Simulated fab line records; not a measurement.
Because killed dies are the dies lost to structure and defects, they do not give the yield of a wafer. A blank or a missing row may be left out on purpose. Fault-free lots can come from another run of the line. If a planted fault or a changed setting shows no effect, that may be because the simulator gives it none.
Which tool is to blame? :: flow n5_finfet :: at 1 step of a route of 1938, 24 lots with 72 wafers sampled

== WHAT THE GAUGES READ, wafer by wafer ==
N5_ILD0_THK_MEAS_08.
lot: L074
measured: day 3 14:05
on: film_metro-01
thk_nm (nm): 139.8 138.7 139.5

lot: L075
measured: day 3 20:11
on: film_metro-02
thk_nm (nm): 139.2 138.9 137.5

lot: L076
measured: day 4 03:31
on: film_metro-01
thk_nm (nm): 136.7 137.6 136.5

lot: L077
measured: day 4 07:23
on: film_metro-01
thk_nm (nm): 136.0 138.2 136.7

lot: L078
measured: day 4 13:32
on: film_metro-01
thk_nm (nm): 138.6 139.8 138.7

lot: L079
measured: day 4 19:44
on: film_metro-01
thk_nm (nm): 139.2 140.2 138.7

lot: L080
measured: day 5 02:05
on: film_metro-01
thk_nm (nm): 139.2 140.2 139.7

lot: L081
measured: day 5 12:23
on: film_metro-02
thk_nm (nm): 139.2 138.3 138.1

lot: L082
measured: day 5 18:29
on: film_metro-01
thk_nm (nm): 136.5 138.2 137.5

lot: L083
measured: day 6 01:10
on: film_metro-01
thk_nm (nm): 140.4 139.0 137.6

lot: L084
measured: day 6 02:42
on: film_metro-01
thk_nm (nm): 139.8 137.8 140.2

lot: L085
measured: day 6 11:16
on: film_metro-02
thk_nm (nm): 137.7 138.2 139.9

lot: L086
measured: day 6 19:58
on: film_metro-01
thk_nm (nm): 138.6 140.4 138.4

lot: L087
measured: day 6 22:19
on: film_metro-02
thk_nm (nm): 140.1 139.9 138.9

lot: L088
measured: day 7 02:21
on: film_metro-01
thk_nm (nm): 137.3 136.7 140.4

lot: L089
measured: day 7 09:48
on: film_metro-02
thk_nm (nm): 137.8 139.7 137.8

lot: L090
measured: day 7 13:29
on: film_metro-01
thk_nm (nm): 139.2 137.2 138.0

lot: L091
measured: day 7 21:55
on: film_metro-02
thk_nm (nm): 140.1 137.9 138.4

lot: L092
measured: day 8 01:47
on: film_metro-02
thk_nm (nm): 138.6 138.9 139.0

lot: L093
measured: day 8 08:11
on: film_metro-01
thk_nm (nm): 138.1 136.9 136.5

lot: L094
measured: day 8 16:13
on: film_metro-01
thk_nm (nm): 139.6 139.5 138.3

lot: L095
measured: day 8 19:31
on: film_metro-02
thk_nm (nm): 138.6 137.2 138.2

lot: L096
measured: day 9 02:35
on: film_metro-01
thk_nm (nm): 138.6 139.3 139.7

lot: L097
measured: day 9 07:40
on: film_metro-01
thk_nm (nm): 138.2 137.1 136.9

== WHICH TOOL RAN EACH LOT (tool, then ch and the chambers of the sampled wafers, then the start) ==
No process step before these readings appears in the record.

== AS READ BY THE TOOLS THEMSELVES (means over the sampled wafers that have a number; for cases with no such wafer, the mark the record gives instead) ==
The record holds no such reading with a usual standard deviation.

== THE ANSWER, worked out from the rows above alone ==
Rule: the lots themselves supply what counts as usual. Put in order of their means at a reading, lots are off if they are a third of the lots or fewer, leave a main group of 4 or more, and stand apart from it by a gap of 3 or more times the standard deviation of the main group's means; of several such gaps the widest counts. If all means in a main group match to the digits the tables above print for the reading, that group is not used. A lot without any number at a reading at which 4 lots or more have one is off too. Where the step has rows for the other lots, those lots are counted as sound. Order of review: gauges by route order, followed by the tools' own readings, for which a lot's mean as printed above is used. The first step at which some lot is off is used, and at that step the reading that is off furthest; a lot without a number counts as furthest.
No lot is off on any of the readings shown, so nothing can be concluded from this.

== WHAT WAS PUT IN BY THE SIMULATOR ==
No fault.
